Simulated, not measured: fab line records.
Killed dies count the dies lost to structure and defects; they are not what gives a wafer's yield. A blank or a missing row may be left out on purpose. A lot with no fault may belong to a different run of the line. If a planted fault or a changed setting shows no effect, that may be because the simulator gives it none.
Split-lot experiment    flow n5 finfet    7 lots, 21 wafers read, on a route of 1938 steps

## ABOUT THE SPLIT
At N5_HKMG_FIN_ETCH_58 (etches SOC in N2/H2, target depth 215.8 nm, time 741 s), the setting bias w was moved away from the recipe's 13 W on 10 of the 21 wafers read, by -17.6% to +7.4%. For the rest of the wafers, this setting stayed at what the recipe calls for.

The reading comes from the split's own step.

## THE READING
rf vpp V, in V, at N5_HKMG_FIN_ETCH_58 (etches SOC in N2/H2, target depth 215.8 nm, time 741 s). On this fab line, fault-free wafers typically give 99.2 V with a standard deviation of 1.1 V.

wafer   tool, chamber at the split  bias w as run, W  against the recipe  rf vpp V, V  against lot-mates on the recipe
L075.1  rie diel-04, 1              11.29             -13.2%              89.9         -7.9
L075.3  rie diel-04, 3              13                recipe              97.8         -
L075.4  rie diel-04, 2              11.29             -13.2%              90.2         -7.6
L077.1  rie diel-03, 2              13.96             +7.4%               103.2        +4.4
L077.2  rie diel-03, 0              13                recipe              98.8         -
L077.6  rie diel-03, 0              13.96             +7.4%               102.9        +4.1
L083.3  rie diel-04, 3              13                recipe              98.4         -
L083.4  rie diel-04, 2              13                recipe              99.9         -
L083.6  rie diel-04, 0              13                recipe              96.9         -
L090.1  rie diel-01, 0              13                recipe              99.7         -
L090.4  rie diel-01, 1              11.12             -14.5%              90.5         -8.2
L090.5  rie diel-01, 0              13                recipe              97.8         -
L091.1  rie diel-04, 1              11.97             -7.9%               94.6         no lot-mate on the recipe
L091.4  rie diel-04, 0              11.97             -7.9%               92.6         no lot-mate on the recipe
L091.5  rie diel-04, 1              11.97             -7.9%               94.4         no lot-mate on the recipe
L094.3  rie diel-04, 1              13                recipe              99.0         -
L094.5  rie diel-04, 1              13                recipe              102.2        -
L094.6  rie diel-04, 2              13                recipe              98.8         -
L095.2  rie diel-04, 1              10.71             -17.6%              87.1         -11.7
L095.4  rie diel-04, 1              10.71             -17.6%              89.2         -9.6
L095.6  rie diel-04, 0              13                recipe              98.8         -

THE FIT
A straight line over all 21 wafers: rf vpp V changes by +0.615 V for each +1% of bias w; r = +0.97; the points scatter about the line by 1.2 V.
The same after taking each lot's own level away (the mean of its wafers on the recipe; 18 wafers): +0.592 V for each +1%; r = +0.98; scatter 1 V.
That fit puts the effect of the largest move of bias w on the reading at 10 V.
Across the lots, their own levels run from 97.80 to 100.00 V, a range of 2.0 times the standard deviation given above.
Consequently the slope shifts little with the lot-to-lot level, the two slopes agreeing.
Check: with one of the wafers moved furthest among these (-17.6%) left out of the fit, the line predicts -10 V for it against its lot-mates. It came out at -11.7 V against them.
Tool readings at the split's step, against how far the setting was moved: rf vpp V r = +0.97.

## OTHER SPLITS APPLIED TO THESE WAFERS
Before the reading, these wafers also passed through other splits. Each is held against what the fit with the lots' levels taken away leaves over:
other split on the same wafers  wafers away from the commonest value  r with rf vpp V (lot level and that fit taken away)
N5_SD_EPI_N_DESCUM_14 time s    4                                     -0.14
N5_ILD0_CMP_03 down force psi   7                                     +0.23
N5_SDB_COAT_05 spin rpm         8                                     -0.11
N5_HKMG_FIN_ETCH_55 bias w      8                                     +0.12

## THE WHOLE CHAIN: every reading that the file lists as answering this split, in the file's order
step                 what it does                                            reading                                                                          change (the file's fit)                r (the file's)
N5_HKMG_FIN_ETCH_58  etches SOC in N2/H2, target depth 215.8 nm, time 741 s  rf vpp V                                                                         +0.589 V for each +1% of the setting   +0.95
N5_HKMG_FIN_ETCH_58  etches SOC in N2/H2, target depth 215.8 nm, time 741 s  SOC_of_HKMG_FIN_COAT_41.thk nm (the simulator's own value, which no gauge read)  -0.773 nm for each +1% of the setting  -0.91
N5_HKMG_FIN_ETCH_58  etches SOC in N2/H2, target depth 215.8 nm, time 741 s  etch.depth nm (the simulator's own value, which no gauge read)                   +0.784 nm for each +1% of the setting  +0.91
N5_HKMG_FIN_ETCH_58  etches SOC in N2/H2, target depth 215.8 nm, time 741 s  HKMG_FIN.feature depth nm (the simulator's own value, which no gauge read)       +0.788 nm for each +1% of the setting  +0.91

## THE FILE'S OWN FIT
rf vpp V changes by +0.589 V for each +1% of bias w, r = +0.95.
